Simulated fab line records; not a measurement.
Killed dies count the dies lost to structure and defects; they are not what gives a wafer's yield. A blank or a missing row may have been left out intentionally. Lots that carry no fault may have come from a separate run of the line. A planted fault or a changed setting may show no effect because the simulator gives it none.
Split-lot trial / flow n5-finfet / 21 wafers read across 7 lots, on a route 1938 steps long

== ON THE SPLIT ==
At N5_BEOL_M1_DEP_57 (deposits SiCN from 3MS/NH3, target thk 8 nm, time 14 s), the setting time-s was moved away from the recipe's 14 s on 6 of the 21 wafers read, by -11.1% to +5.6%. This setting was run at the recipe's value on the other wafers.

The reading comes from the split's own step.

== THE READING ==
SiCN_of_BEOL_M1_DEP_57.thk-nm (the simulator's own value, which no gauge read), in nm, at N5_BEOL_M1_DEP_57 (deposits SiCN from 3MS/NH3, target thk 8 nm, time 14 s). The file gives no usual value for it. Average 8.0 nm, standard deviation 0.2 nm, over the 15 wafers here run with the recipe.

wafer=L075.1; tool, chamber at the split=pecvd-03, 0; time-s as run, s=14; against the recipe=recipe; SiCN_of_BEOL_M1_DEP_57.thk-nm, nm=8; against lot-mates on the recipe=-
wafer=L075.4; tool, chamber at the split=pecvd-03, 0,1; time-s as run, s=14; against the recipe=recipe; SiCN_of_BEOL_M1_DEP_57.thk-nm, nm=8.4; against lot-mates on the recipe=-
wafer=L075.6; tool, chamber at the split=pecvd-03, 0,1; time-s as run, s=14; against the recipe=recipe; SiCN_of_BEOL_M1_DEP_57.thk-nm, nm=8.4; against lot-mates on the recipe=-
wafer=L079.1; tool, chamber at the split=pecvd-01, 2,1; time-s as run, s=14; against the recipe=recipe; SiCN_of_BEOL_M1_DEP_57.thk-nm, nm=8; against lot-mates on the recipe=-
wafer=L079.5; tool, chamber at the split=pecvd-01, 2,1; time-s as run, s=14; against the recipe=recipe; SiCN_of_BEOL_M1_DEP_57.thk-nm, nm=8; against lot-mates on the recipe=-
wafer=L079.2; tool, chamber at the split=pecvd-01, 1; time-s as run, s=14; against the recipe=recipe; SiCN_of_BEOL_M1_DEP_57.thk-nm, nm=7.8; against lot-mates on the recipe=-
wafer=L084.3; tool, chamber at the split=pecvd-03, 1,0; time-s as run, s=14; against the recipe=recipe; SiCN_of_BEOL_M1_DEP_57.thk-nm, nm=8.2; against lot-mates on the recipe=-
wafer=L084.6; tool, chamber at the split=pecvd-03, 1,0; time-s as run, s=14; against the recipe=recipe; SiCN_of_BEOL_M1_DEP_57.thk-nm, nm=8.2; against lot-mates on the recipe=-
wafer=L084.4; tool, chamber at the split=pecvd-03, 1; time-s as run, s=13.16; against the recipe=-6.0%; SiCN_of_BEOL_M1_DEP_57.thk-nm, nm=7.6; against lot-mates on the recipe=-0.6
wafer=L085.2; tool, chamber at the split=pecvd-02, 0; time-s as run, s=14; against the recipe=recipe; SiCN_of_BEOL_M1_DEP_57.thk-nm, nm=8; against lot-mates on the recipe=-
wafer=L085.5; tool, chamber at the split=pecvd-02, 1,0; time-s as run, s=14.79; against the recipe=+5.6%; SiCN_of_BEOL_M1_DEP_57.thk-nm, nm=8.6; against lot-mates on the recipe=+0.6
wafer=L085.6; tool, chamber at the split=pecvd-02, 1,0; time-s as run, s=14.79; against the recipe=+5.6%; SiCN_of_BEOL_M1_DEP_57.thk-nm, nm=8.6; against lot-mates on the recipe=+0.6
wafer=L086.2; tool, chamber at the split=pecvd-01, 1,2; time-s as run, s=12.44; against the recipe=-11.1%; SiCN_of_BEOL_M1_DEP_57.thk-nm, nm=7.2; against lot-mates on the recipe=-0.8
wafer=L086.3; tool, chamber at the split=pecvd-01, 1,2; time-s as run, s=12.44; against the recipe=-11.1%; SiCN_of_BEOL_M1_DEP_57.thk-nm, nm=7.2; against lot-mates on the recipe=-0.8
wafer=L086.5; tool, chamber at the split=pecvd-01, 1; time-s as run, s=14; against the recipe=recipe; SiCN_of_BEOL_M1_DEP_57.thk-nm, nm=8; against lot-mates on the recipe=-
wafer=L088.2; tool, chamber at the split=pecvd-03, 0; time-s as run, s=14; against the recipe=recipe; SiCN_of_BEOL_M1_DEP_57.thk-nm, nm=7.6; against lot-mates on the recipe=-
wafer=L088.3; tool, chamber at the split=pecvd-03, 0; time-s as run, s=14; against the recipe=recipe; SiCN_of_BEOL_M1_DEP_57.thk-nm, nm=8; against lot-mates on the recipe=-
wafer=L088.4; tool, chamber at the split=pecvd-03, 1; time-s as run, s=12.98; against the recipe=-7.3%; SiCN_of_BEOL_M1_DEP_57.thk-nm, nm=7.4; against lot-mates on the recipe=-0.4
wafer=L090.2; tool, chamber at the split=pecvd-01, 2; time-s as run, s=14; against the recipe=recipe; SiCN_of_BEOL_M1_DEP_57.thk-nm, nm=8; against lot-mates on the recipe=-
wafer=L090.6; tool, chamber at the split=pecvd-01, 2; time-s as run, s=14; against the recipe=recipe; SiCN_of_BEOL_M1_DEP_57.thk-nm, nm=8; against lot-mates on the recipe=-
wafer=L090.4; tool, chamber at the split=pecvd-01, 0; time-s as run, s=14; against the recipe=recipe; SiCN_of_BEOL_M1_DEP_57.thk-nm, nm=7.8; against lot-mates on the recipe=-
Rows listing several chambers each stand for several wafers; the file does not say which wafer went through which chamber.

FIT RESULTS
A straight line over all 21 wafers: SiCN_of_BEOL_M1_DEP_57.thk-nm changes by +0.081 nm for each +1% of time-s; r = +0.89; the points scatter about the line by 0.19 nm.
The same after taking each lot's own level away (the mean of its wafers on the recipe; 21 wafers): +0.0791 nm for each +1%; r = +0.94; scatter 0.13 nm.
The reading moves by 0.88 nm for the largest change in time-s, on that fit.
Measured against the standard deviation above, the lots' own levels, which go from 7.80 to 8.27 nm, span 2.3 times it.
So the lot-to-lot level changes the slope little: the two slopes agree.
Check: with one of the wafers moved furthest among these (-11.1%) left out of the fit, the line predicts -0.882 nm for it against its lot-mates. It came out at -0.8 nm against them.

== THESE WAFERS: OTHER SPLITS ==
Note: prior to the reading, these wafers also went through further splits. Each is held against what the fit with the lots' levels taken away leaves over:
other split on the same wafers=N5_BEOL_M0_SAQP_EXPOSE_37 dose-mj; wafers away from the commonest value=6; r with SiCN_of_BEOL_M1_DEP_57.thk-nm (lot level and that fit taken away)=-0.19
other split on the same wafers=N5_BEOL_M0_SAQP_DESCUM_45 time-s; wafers away from the commonest value=4; r with SiCN_of_BEOL_M1_DEP_57.thk-nm (lot level and that fit taken away)=-0.23
other split on the same wafers=N5_BEOL_M1_COAT_22 spin-rpm; wafers away from the commonest value=9; r with SiCN_of_BEOL_M1_DEP_57.thk-nm (lot level and that fit taken away)=+0.13
other split on the same wafers=N5_BEOL_M1_ALD_98 ald-cycles; wafers away from the commonest value=8; r with SiCN_of_BEOL_M1_DEP_57.thk-nm (lot level and that fit taken away)=+0.22

== THE FILE'S OWN FIT ==
SiCN_of_BEOL_M1_DEP_57.thk-nm changes by +0.0768 nm for each +1% of time-s, r = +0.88.
